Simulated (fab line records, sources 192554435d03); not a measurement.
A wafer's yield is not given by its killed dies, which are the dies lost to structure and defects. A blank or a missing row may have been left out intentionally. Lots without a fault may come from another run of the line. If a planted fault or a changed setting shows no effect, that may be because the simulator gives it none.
Split-lot experiment + flow n5-finfet + route with 1938 steps; 7 lots, 21 wafers read

ON THE SPLIT
At N5_BEOL_M10_COAT_22 (resist thk 90 nm), the setting spin-rpm was moved away from the recipe's 1500 rpm on 8 of the 21 wafers read, by -6.7% to +9.1%. The other wafers ran this setting at the recipe's value.

FROM THE SPLIT TO THE READING: what the file shows between them, 4 steps
- N5_BEOL_M10_EXPOSE_25: exposes mask V9 (also split here: dose-mj)
- N5_BEOL_M10_PEB_26: peb time 60 s
- N5_BEOL_M10_DEVELOP_27: develop time 30 s
- N5_BEOL_M10_CD_MEAS_28: target cd 70 nm

THE READING
CAR-ArF_of_BEOL_M10_COAT_22.thk-nm (the simulator's own value, which no gauge read), in nm, at N5_BEOL_M10_DESCUM_33 (chemistry O2, time 7.9 s). The file gives no usual value for it. Average 83.5 nm, standard deviation 0.23 nm, over the 13 wafers here run with the recipe.

| wafer  | tool, chamber at the split | spin-rpm as run, rpm | against the recipe | CAR-ArF_of_BEOL_M10_COAT_22.thk-nm, nm | against lot-mates on the recipe |
|--------|----------------------------|----------------------|--------------------|----------------------------------------|---------------------------------|
| L074.1 | litho-track-04, 0          | 1617                 | +7.8%              | 79.8                                   | no lot-mate on the recipe       |
| L074.5 | litho-track-04, 0          | 1617                 | +7.8%              | 80.2                                   | no lot-mate on the recipe       |
| L074.6 | litho-track-04, 0          | 1617                 | +7.8%              | 80.2                                   | no lot-mate on the recipe       |
| L075.3 | litho-track-04, 0          | 1500                 | recipe             | 83.2                                   | -                               |
| L075.5 | litho-track-04, 0          | 1500                 | recipe             | 83.2                                   | -                               |
| L075.4 | litho-track-04, 0          | 1591                 | +6.1%              | 80.6                                   | -2.6                            |
| L080.1 | litho-track-02, 0          | 1500                 | recipe             | 83.4                                   | -                               |
| L080.3 | litho-track-02, 0          | 1500                 | recipe             | 83.4                                   | -                               |
| L080.2 | litho-track-02, 0          | 1500                 | recipe             | 83.8                                   | -                               |
| L084.2 | litho-track-02, 0          | 1500                 | recipe             | 83.2                                   | -                               |
| L084.3 | litho-track-02, 0          | 1500                 | recipe             | 83.6                                   | -                               |
| L084.5 | litho-track-02, 0          | 1500                 | recipe             | 83.4                                   | -                               |
| L089.2 | litho-track-04, 0          | 1500                 | recipe             | 83.4                                   | -                               |
| L089.5 | litho-track-04, 0          | 1450                 | -3.3%              | 85                                     | +1.5                            |
| L089.6 | litho-track-04, 0          | 1500                 | recipe             | 83.6                                   | -                               |
| L091.4 | litho-track-05, 0          | 1636                 | +9.1%              | 79.8                                   | -4.0                            |
| L091.5 | litho-track-05, 0          | 1500                 | recipe             | 84                                     | -                               |
| L091.6 | litho-track-05, 0          | 1500                 | recipe             | 83.6                                   | -                               |
| L095.3 | litho-track-02, 0          | 1399                 | -6.7%              | 86.6                                   | +3.2                            |
| L095.5 | litho-track-02, 0          | 1399                 | -6.7%              | 86.6                                   | +3.2                            |
| L095.4 | litho-track-02, 0          | 1500                 | recipe             | 83.4                                   | -                               |

FIT RESULTS
A straight line over all 21 wafers: CAR-ArF_of_BEOL_M10_COAT_22.thk-nm changes by -0.442 nm for each +1% of spin-rpm; r = -0.99; the points scatter about the line by 0.23 nm.
The same after taking each lot's own level away (the mean of its wafers on the recipe; 18 wafers): -0.453 nm for each +1%; r = -1.00; scatter 0.15 nm.
According to that fit, moving spin-rpm by its largest amount changes the reading by 4.1 nm.
From 83.20 to 83.80 nm: that is the span of the lots' own levels, equal to 2.6 times the standard deviation above.
Consequently the slope shifts little with the lot-to-lot level, the two slopes agreeing.
Check: for one of the wafers moved furthest among these (+9.1%), held out of the fit, the line's prediction against its lot-mates is -4.14 nm. Against them it came out at -4 nm.

FURTHER SPLITS ON THESE WAFERS
These wafers also went through other splits before the reading. Each is held against what the fit with the lots' levels taken away leaves over:
| other split on the same wafers | wafers away from the commonest value | r with CAR-ArF_of_BEOL_M10_COAT_22.thk-nm (lot level and that fit taken away) |
|--------------------------------|--------------------------------------|-------------------------------------------------------------------------------|
| N5_BEOL_M8_COAT_22 spin-rpm    | 6                                    | -0.01                                                                         |
| N5_BEOL_M8_ETCH_65 source-w    | 9                                    | -0.01                                                                         |
| N5_BEOL_M9_DESCUM_16 time-s    | 8                                    | +0.01                                                                         |
| N5_BEOL_M10_EXPOSE_25 dose-mj  | 5                                    | +0.32                                                                         |

THE WHOLE CHAIN: every reading that the file lists as answering this split, in the file's order
| step                  | what it does             | reading                                                                             | change (the file's fit)               | r (the file's) |
|-----------------------|--------------------------|-------------------------------------------------------------------------------------|---------------------------------------|----------------|
| N5_BEOL_M10_COAT_22   | resist thk 90 nm         | CAR-ArF_of_BEOL_M10_COAT_22.thk-nm (the simulator's own value, which no gauge read) | -0.441 nm for each +1% of the setting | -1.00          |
| N5_BEOL_M10_DESCUM_33 | chemistry O2, time 7.9 s | CAR-ArF_of_BEOL_M10_COAT_22.thk-nm (the simulator's own value, which no gauge read) | -0.448 nm for each +1% of the setting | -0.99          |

THE FILE'S OWN FIT
CAR-ArF_of_BEOL_M10_COAT_22.thk-nm changes by -0.448 nm for each +1% of spin-rpm, r = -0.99.
